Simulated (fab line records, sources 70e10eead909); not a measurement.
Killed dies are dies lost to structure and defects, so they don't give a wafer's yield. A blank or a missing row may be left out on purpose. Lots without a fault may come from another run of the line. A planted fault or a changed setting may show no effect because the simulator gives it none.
Which tool did it? | flow nand_harc | 11 lots, 33 wafers sampled, at 3 steps of a route of 1159

WHAT THE GAUGES READ, wafer by wafer
NHARC_A_CHANNEL_HOLE_D1_CD_MEAS_18.
lot  | measured     | on        | cd_nm (nm)
L541 | day 8 18:36  | cd_sem-03 | 102.8 101.7 99.9
L545 | day 9 03:43  | cd_sem-03 | 99.3 97.3 102.6
L547 | day 10 02:56 | cd_sem-02 | 95.9 96.9 98.5
L549 | day 10 12:29 | cd_sem-02 | 101.2 94.7 99.3
L552 | day 11 14:08 | cd_sem-03 | 100.3 96.0 97.8
L555 | day 11 12:55 | cd_sem-01 | 98.7 100.0 100.9
L557 | day 12 13:41 | cd_sem-01 | 99.4 100.7 95.6
L559 | day 12 21:42 | cd_sem-01 | 100.6 97.4 101.9
L561 | day 13 12:28 | cd_sem-03 | 102.0 98.1 100.3
L562 | day 13 12:47 | cd_sem-02 | 92.1 97.1 95.3
L563 | day 14 01:23 | cd_sem-02 | 96.2 100.3 98.9

WHICH TOOL RAN EACH LOT (tool, then ch and the chambers of the sampled wafers, then the start)
lot  | NHARC_A_ZERO_WELL_ETCH_19          | NHARC_A_CHANNEL_HOLE_D1_ETCH_39
L541 | rie_diel-04 ch 1,2,3, day 6 21:55  | rie_diel-09 ch 1,2,3, day 8 17:41
L545 | rie_diel-11 ch 0,2, day 7 13:07    | rie_diel-09 ch 0,1,2, day 9 02:49
L547 | rie_diel-11 ch 0,1,2, day 8 11:19  | rie_diel-08 ch 1,2, day 10 01:42
L549 | rie_diel-11 ch 1,2,3, day 8 20:58  | rie_diel-09 ch 0,2,3, day 10 11:34
L552 | rie_diel-11 ch 0,1,2, day 9 15:48  | rie_diel-08 ch 0,2, day 11 13:11
L555 | rie_diel-07 ch 1,2,3, day 9 18:57  | rie_diel-09 ch 0,3, day 11 11:58
L557 | rie_diel-11 ch 0,2,3, day 10 19:40 | rie_diel-08 ch 0,2,3, day 12 12:45
L559 | rie_diel-04 ch 0,1,2, day 11 06:13 | rie_diel-08 ch 0,1,3, day 12 20:46
L561 | rie_diel-04 ch 1,2,3, day 11 18:58 | rie_diel-08 ch 1,2,3, day 13 11:31
L562 | rie_diel-04 ch 0,1,2, day 11 23:12 | rie_diel-01 ch 0,1,3, day 13 11:55
L563 | rie_diel-07 ch 0,1,2, day 12 06:52 | rie_diel-09 ch 1,2,3, day 14 00:28
- NHARC_A_ZERO_WELL_ETCH_19: etches the open film in N2/H2, target depth 80 nm, overetch 24 nm, time 87.88 s.
- NHARC_A_CHANNEL_HOLE_D1_ETCH_39: etches the open film in N2/H2, target depth 260 nm, time 325 s.

THE ANSWER, worked out from the rows above alone
Rule: what is usual is taken from the lots themselves. Put in order of their means at a reading, lots are off if they are a third of the lots or fewer, leave a main group of 4 or more, and stand apart from it by a gap of 3 or more times the standard deviation of the main group's means; of several such gaps the widest counts. A main group whose means are all the same, to the digits that the tables above print for the reading, isn't used. A lot without any number at a reading at which 4 lots or more have one is off too. The other lots that the step has rows for count as sound.
No lot is off at any reading shown: from this, nothing can be told.

WHAT THE SIMULATOR HAD PUT IN
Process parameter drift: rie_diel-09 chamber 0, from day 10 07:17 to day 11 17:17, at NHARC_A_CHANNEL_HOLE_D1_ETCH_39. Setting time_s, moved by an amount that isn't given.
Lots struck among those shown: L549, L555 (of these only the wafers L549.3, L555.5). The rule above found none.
